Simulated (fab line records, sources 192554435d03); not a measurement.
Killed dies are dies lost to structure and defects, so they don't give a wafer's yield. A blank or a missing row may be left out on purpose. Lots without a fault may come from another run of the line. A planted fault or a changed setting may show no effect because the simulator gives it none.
Split-lot experiment | flow n5_finfet | 7 lots, 21 wafers read, on a route of 1938 steps

THE SPLIT
At N5_PASSIVATION_ETCH_59 (etches TaN in Cl2/BCl3, target depth 65 nm, time 34.9 s), the setting time_s was moved away from the recipe's 34.9 s on 5 of the 21 wafers read, by -19.4% to +19.6%. The other wafers ran this setting at the recipe's value.

The reading is taken at the split's own step.

THE READING
etch.depth_nm (the simulator's own value, which no gauge read), in nm, at N5_PASSIVATION_ETCH_59 (etches TaN in Cl2/BCl3, target depth 65 nm, time 34.9 s). The file gives no usual value for it. The 16 wafers here that ran the recipe average 65.40 nm, standard deviation 0.77 nm.

wafer  | tool, chamber at the split | time_s as run, s | against the recipe | etch.depth_nm, nm | against lot-mates on the recipe
L080.1 | rie_metal-03, 0            | 34.9             | recipe             | 66.5              | -
L080.4 | rie_metal-03, 1            | 34.9             | recipe             | 64.77             | -
L080.6 | rie_metal-03, 0            | 34.9             | recipe             | 65.43             | -
L081.3 | rie_metal-02, 0            | 28.14            | -19.4%             | 53.16             | -11.08
L081.4 | rie_metal-02, 1            | 34.9             | recipe             | 64.23             | -
L081.5 | rie_metal-02, 1            | 34.9             | recipe             | 64.25             | -
L085.3 | rie_metal-02, 0            | 34.9             | recipe             | 66.04             | -
L085.4 | rie_metal-02, 1            | 34.9             | recipe             | 64.32             | -
L085.5 | rie_metal-02, 1            | 34.9             | recipe             | 64.35             | -
L089.2 | rie_metal-03, 0            | 32.83            | -5.9%              | 62.49             | -4.12
L089.4 | rie_metal-03, 1            | 32.83            | -5.9%              | 60.68             | -5.93
L089.5 | rie_metal-03, 0            | 34.9             | recipe             | 66.61             | -
L092.1 | rie_metal-03, 1            | 41.74            | +19.6%             | 77.4              | +11.39
L092.4 | rie_metal-03, 0            | 34.9             | recipe             | 66.01             | -
L092.6 | rie_metal-03, 1            | 41.74            | +19.6%             | 77.25             | +11.24
L095.3 | rie_metal-01, 0            | 34.9             | recipe             | 65.31             | -
L095.4 | rie_metal-01, 1            | 34.9             | recipe             | 65.33             | -
L095.5 | rie_metal-01, 1            | 34.9             | recipe             | 65.82             | -
L094.3 | rie_metal-01, 1            | 34.9             | recipe             | 66.01             | -
L094.4 | rie_metal-01, 0            | 34.9             | recipe             | 65.68             | -
L094.5 | rie_metal-01, 0            | 34.9             | recipe             | 65.76             | -

THE FIT
A straight line over all 21 wafers: etch.depth_nm changes by +0.618 nm for each +1% of time_s; r = +0.99; the points scatter about the line by 0.77 nm.
The same after taking each lot's own level away (the mean of its wafers on the recipe; 21 wafers): +0.592 nm for each +1%; r = +0.99; scatter 0.72 nm.
On that fit, the largest move of time_s shifts the reading by 12 nm.
The lots' own levels span 64.240 to 66.610 nm, that is 3.1 times the standard deviation above.
So the lot-to-lot level changes the slope little: the two slopes agree.
Check: with one of the wafers moved furthest among these (+19.6%) left out of the fit, the line predicts +11.5 nm for it against its lot-mates. It came out at +11.4 nm against them.

OTHER SPLITS ON THESE WAFERS
These wafers also went through other splits before the reading. Each is held against what the fit with the lots' levels taken away leaves over:
other split on the same wafers     | wafers away from the commonest value | r with etch.depth_nm (lot level and that fit taken away)
N5_BEOL_M15_COAT_04 spin_rpm       | 3                                    | -0.38
N5_MIM_TOP_SPUTTER_03 power_w      | 8                                    | -0.22
N5_MIM_TOP_LITHO_EXPOSE_05 dose_mj | 7                                    | +0.21
N5_PASSIVATION_EXPOSE_27 dose_mj   | 8                                    | -0.27

THE FILE'S OWN FIT
etch.depth_nm changes by +0.587 nm for each +1% of time_s, r = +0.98.
